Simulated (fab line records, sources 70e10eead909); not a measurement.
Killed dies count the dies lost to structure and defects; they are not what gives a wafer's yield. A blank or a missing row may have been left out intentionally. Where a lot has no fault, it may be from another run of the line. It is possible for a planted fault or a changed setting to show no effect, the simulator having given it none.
Which of the tools did it?	flow nand harc	7 lots, 21 wafers sampled, at 5 steps of a route of 1159

## WHAT THE GAUGES READ, wafer by wafer
NHARC_END_SORT_01. Usual: defect limited yield 95.7 %, standard deviation 1.5; killed at array 25, standard deviation 9.5; killed at other 0.8, standard deviation 1.2; killed at periphery 3.4, standard deviation 2.2; killed dies 29, standard deviation 10; killed open 3.3, standard deviation 1.8; killed short 2.1, standard deviation 1.4; sort_bin_2_pct 1.4 %, standard deviation 0.63; sort_bin_3_pct 0.22 %, standard deviation 0.2; sort_bin_4_pct 2.7 %, standard deviation 0.96; sort n pass 648, standard deviation 10; sort rim yield pct 95.6 %, standard deviation 2.8; sort yield pct 95.7 %, standard deviation 1.5.
lot	measured	on	defect limited yield (%)	killed at array	killed at other	killed at periphery	killed dies	killed open	killed short	sort_bin_2_pct (%)	sort_bin_3_pct (%)	sort_bin_4_pct (%)	sort n pass	sort rim yield pct (%)	sort yield pct (%)	flag
L178	day 21 06:42	prober-01	90.8 82.7 81.4	58 114 120	1 0 3	3 3 3	62 117 126	4 3 1	2 3 2	3.2 8.1 7.4	1.62 3.99 5.17	4.3 5.2 6.1	615 560 551	83.0 93.4 90.6	90.8 82.7 81.4	OFF
L179	day 21 05:53	prober-02	78.7 91.0 89.1	138 56 72	1 0 1	5 5 1	144 61 74	5 7 1	4 0 0	7.8 3.1 4.1	4.58 1.62 3.69	8.9 4.3 3.1	533 616 603	98.1 82.1 83.0	78.7 91.0 89.1	OFF
L180	day 21 15:23	prober-02	97.2 97.6 97.6	16 15 13	1 1 0	2 0 3	19 16 16	4 2 4	1 1 4	0.7 0.7 1.3	0 0.15 0	2.1 1.5 1.0	658 661 661	96.2 99.1 96.2	97.2 97.6 97.6	

## WHAT TOOL EACH LOT RAN ON (gives the tool, then ch and the chambers of the sampled wafers, and finally the start)
lot	NHARC_A_BONDPAD_ETCH_24	NHARC_THIN_TSV_ETCH_15	NHARC_THIN_TSV_STRIP_45	NHARC_THIN_TSV_PRE_CLEAN_50
L172	rie diel-11 ch 0,2,3, day 18 04:01	rie si-01 ch 0,1,2, day 19 02:46	plasma asher-01 ch 0,1, day 19 03:04	pvd sputter-02, no start
L173	rie diel-11 ch 0,1, day 18 04:23	rie si-06 ch 1,2,3, day 19 03:57	plasma asher-02 ch 0, day 19 04:23	pvd sputter-02, no start
L176	rie diel-03 ch 0,2,3, day 18 06:28	rie si-01 ch 0,3, day 19 05:09	plasma asher-02 ch 0,1, day 19 05:25	pvd sputter-02, no start
L178	rie diel-03 ch 1,2,3, day 19 23:37	rie si-06 ch 1,2, day 20 14:56	plasma asher-02 ch 0, day 20 15:11	pvd sputter-02, day 21 06:42 or earlier
L179	rie diel-03 ch 0,1,3, day 20 00:03	rie si-01 ch 1,3, day 20 16:34	plasma asher-02 ch 0,1, day 20 16:47	pvd sputter-02, day 21 05:53 or earlier
L180	rie diel-11 ch 1,2,3, day 20 06:52	rie si-03 ch 0,2,3, day 21 03:50	plasma asher-02 ch 0,1, day 21 04:02	pvd sputter-01, day 21 15:23 or earlier
L187	rie diel-09 ch 0,2,3, day 22 15:30	rie si-06 ch 0,2,3, day 23 08:05	plasma asher-02 ch 0,1, day 23 08:24	pvd sputter-03, no start
- NHARC_A_BONDPAD_ETCH_24: etches the open film in CF4/N2, target depth 30 nm, time 72.99 s.
- NHARC_THIN_TSV_ETCH_15: target depth 3000 nm, bosch target overetch cycles 2, bosch etch step 2.8 s.
- NHARC_THIN_TSV_STRIP_45: strips in O2.
- NHARC_THIN_TSV_PRE_CLEAN_50: time 30 s.

## AS READ BY THE TOOLS THEMSELVES (means over the sampled wafers that have a number; for cases with no such wafer, the mark the record gives instead)
NHARC_A_BONDPAD_ETCH_24. Usual: drypump motor current A 5.8 A, standard deviation 0.39; oes product au 0.995 a.u., standard deviation 0.0076; rf vpp V 313.8 V, standard deviation 2.2; showerhead plenum p Torr 2.60 Torr, standard deviation 0.12; throttle valve pct 19.794 %, standard deviation 0.0095.
lot	tool	drypump motor current A (A)	oes product au (a.u.)	rf vpp V (V)	showerhead plenum p Torr (Torr)	throttle valve pct (%)	flag
L172	rie diel-11	5.4	0.990	313.2	2.54	19.801	
L173	rie diel-11	5.4	1.008	314.2	2.62	19.800	
L176	rie diel-03	6.0	1.001	313.4	2.62	19.801	
L178	rie diel-03	6.0	0.991	314.1	2.60	19.784	
L179	rie diel-03	5.8	0.995	314.7	2.66	19.795	
L180	rie diel-11	5.6	0.988	310.6	2.44	19.797	
L187	rie diel-09	5.7	0.993	315.8	2.70	19.797	

NHARC_THIN_TSV_ETCH_15. Usual: drypump motor current A 5.6 A, standard deviation 0.42.
lot	tool	drypump motor current A (A)	flag
L172	rie si-01	5.8	
L173	rie si-06	5.7	
L176	rie si-01	5.7	
L178	rie si-06	5.6	
L179	rie si-01	6.4	
L180	rie si-03	5.2	
L187	rie si-06	5.6	

NHARC_THIN_TSV_STRIP_45. Usual: drypump motor current A 5.8 A, standard deviation 0.64; heater power w 328 W, standard deviation 30; temp c 250.00 C, standard deviation 0.17.
lot	tool	drypump motor current A (A)	heater power w (W)	temp c (C)	flag
L172	plasma asher-01	5.9	342	249.84	
L173	plasma asher-02	6.6	317	250.05	
L176	plasma asher-02	6.1	311	249.92	
L178	plasma asher-02	6.6	316	250.09	
L179	plasma asher-02	6.1	307	250.12	
L180	plasma asher-02	6.1	310	250.30	
L187	plasma asher-02	6.1	311	250.02	

NHARC_THIN_TSV_PRE_CLEAN_50. Usual: heater power w 428 W, standard deviation 45.
lot	tool	heater power w (W)	flag
L172	pvd sputter-02	432	
L173	pvd sputter-02	456	
L176	pvd sputter-02	417	
L178	pvd sputter-02	416	
L179	pvd sputter-02	427	
L180	pvd sputter-01	429	
L187	pvd sputter-03	389	

## THE ANSWER, worked out from the rows above alone
Rule: take the mean of a lot's wafers that have a number; if it is more than 3 standard deviations from the usual mean, the lot is off. A lot without any number at a reading at which 4 lots or more have one is off too. Any other lot the step has rows for is counted as sound. First the gauges in route order, then the tools' own readings, where a lot's mean is used as printed above. The first step at which some lot is off is used, and at that step the reading that is off furthest; a lot without a number counts as furthest.
Off: L178, L179, at NHARC_END_SORT_01 (sort_bin_3_pct). Neither off nor sound, because the step has no rows for them: L172, L173, L176, L187.
If a tool, at a process step before that reading, ran all the lots that are off and no sound lot after the first of them, it fits. Those tools and the gauges at NHARC_END_SORT_01 are tried in the same way. With no start given for some of its lots, NHARC_THIN_TSV_PRE_CLEAN_50 uses the hours and lot order of NHARC_END_SORT_01. This does not decide it: 2 tools fit, namely rie diel-03 at NHARC_A_BONDPAD_ETCH_24 and pvd sputter-02 at NHARC_THIN_TSV_PRE_CLEAN_50.

## WHAT THE SIMULATOR HAD INSERTED
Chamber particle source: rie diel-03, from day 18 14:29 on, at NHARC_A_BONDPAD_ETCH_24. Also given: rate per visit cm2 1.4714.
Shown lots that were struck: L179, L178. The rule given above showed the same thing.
